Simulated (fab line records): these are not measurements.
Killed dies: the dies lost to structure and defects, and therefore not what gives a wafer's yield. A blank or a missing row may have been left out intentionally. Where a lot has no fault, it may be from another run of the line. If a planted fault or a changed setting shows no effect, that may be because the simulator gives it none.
A lot that was struck, set against a sound lot -- flow n5-finfet -- 17 out of 1938 route steps
Sound: the wafers L585.1, L585.4, L585.6. Wafers L580.2, L580.3, L580.4 were the ones struck. At the end, the cause is stated.
At each step with rows: each side's tool, then ch and its chambers, then its first start. Under that, the readings that differ: sound wafers -- struck wafers -- difference of the means -- sigmas: that difference in standard deviations of wafers without a fault.
alike: readings with means less than 2 such deviations apart, plus words and numbers identical on both sides. not compared: withheld readings, readings lacking a value on some wafer, bounds such as >300 that could conceal the same value, and numbers that have no deviation in the record and whose values overlap.
Wherever a step has rows on one side only, a row that says differs or no value, or a row with sigmas, the two part there. Non-overlapping numbers with no deviation appear without sigmas and do not part them. A reading that every wafer of one side lacks parts them only if that side has two wafers or more.

first, 11 steps without rows for these wafers: N5_MOL_CONTACT_COAG_DESCUM_88 (chemistry O2, time 7 s); N5_MOL_CONTACT_COAG_ETCH_89 (etches underlayer in N2/H2, target depth 13 nm, time 10.4 s); N5_MOL_CONTACT_COAG_ETCH_90 (etches SiARC in CF4, target depth 13 nm, time 21.7 s); N5_MOL_CONTACT_COAG_ALD_131 (deposits SiO2, target thk 5 nm, pulse time 1 s, co reactant pulse time 1 s); N5_MOL_CONTACT_COAG_ETCHBACK_132 (etches SiO2 in CHF3, target depth 10 nm, time 6.7 s); N5_MOL_CONTACT_COAG_ETCH_91 (etches SOC in N2/H2, target depth 60 nm, overetch 21 nm, time 101.2 s); N5_MOL_CONTACT_COAG_STRIP_92 (strips in N2/H2); N5_MOL_CONTACT_COAG_STRIP_93 (strips in N2/H2); N5_MOL_CONTACT_COAG_ETCHBACK_135 (etches SiO2 in CHF3, target depth 25 nm, time 16.7 s); N5_MOL_CONTACT_COAG_STRIP_118 (strips in CHF3); N5_MOL_CONTACT_COAG_VIA_ETCH_46 (etches SiO2 in C4F6/O2, target depth 46 nm, overetch 9.2 nm, time 40 s).
N5_MOL_CONTACT_COAG_STRIP_96: strips in N2/H2.
  sound on rie-diel-03 ch 0,3, day 9 14:26; struck on rie-diel-05 ch 0,1,3, day 8 07:26
  no value came back on the struck wafers for any of 7 readings (bias-power-w (W), chamber-pressure-mTorr (mTorr) and others); on the sound wafers bias-power-w (W) reads 27.93 28.02 28.00
reading,sound,struck,difference,sigmas
model.SOC_of_MOL_CONTACT_COAG_COAT_75.thk-nm (nm),0 0 0,50.6 51 50.6,+50.7,
model.SiO2_of_MOL_CONTACT_COAG_ALD_131.thk-nm (nm),0 0 0,5 5 5,+5,
  not compared: rf-hours-counter-h
then, 1 step without rows for these wafers: N5_MOL_CONTACT_COAG_ETCH_47 (etches SiNx in CH3F/O2, stops on W, target depth 27 nm).
N5_MOL_CONTACT_COAG_STRIP_119: strips in N2/H2, time 30 s.
  sound on plasma-asher-02 ch 0,1, day 9 14:34; struck on plasma-asher-02 ch 0,1, day 8 07:34
reading,sound,struck,difference,sigmas
model.SOC_of_MOL_CONTACT_COAG_COAT_75.thk-nm (nm),0 0 0,25.8 26.4 25.8,+26.0,
  alike: drypump-motor-current-A, h2-flow-sccm, heater-power-w
  not compared: rf-hours-counter-h
then, 1 step without rows for these wafers: N5_MOL_CONTACT_COAG_PRECLEAN_144 (cleans in alkaline clean, time 60 s).
N5_BEOL_M4_RC_MEAS_101:
  the record has rows for the sound wafers here (prober-02 ch 0, day 12 12:32) and none for the struck ones
-- here the record skips 7 days between the struck wafers' starts before and after, leaving off in module BEOL_M4 and picking up in module PASSIVATION (first step shown: number 1936 of the route) --
N5_PASSIVATION_PROBE_49:
  record: rows for the struck wafers here (prober-02, day 15 03:58), none for the sound ones

## WHERE THEY PART
Earliest at N5_MOL_CONTACT_COAG_STRIP_96; latest, in this record, at N5_PASSIVATION_PROBE_49.

WHY: what the simulator had put in
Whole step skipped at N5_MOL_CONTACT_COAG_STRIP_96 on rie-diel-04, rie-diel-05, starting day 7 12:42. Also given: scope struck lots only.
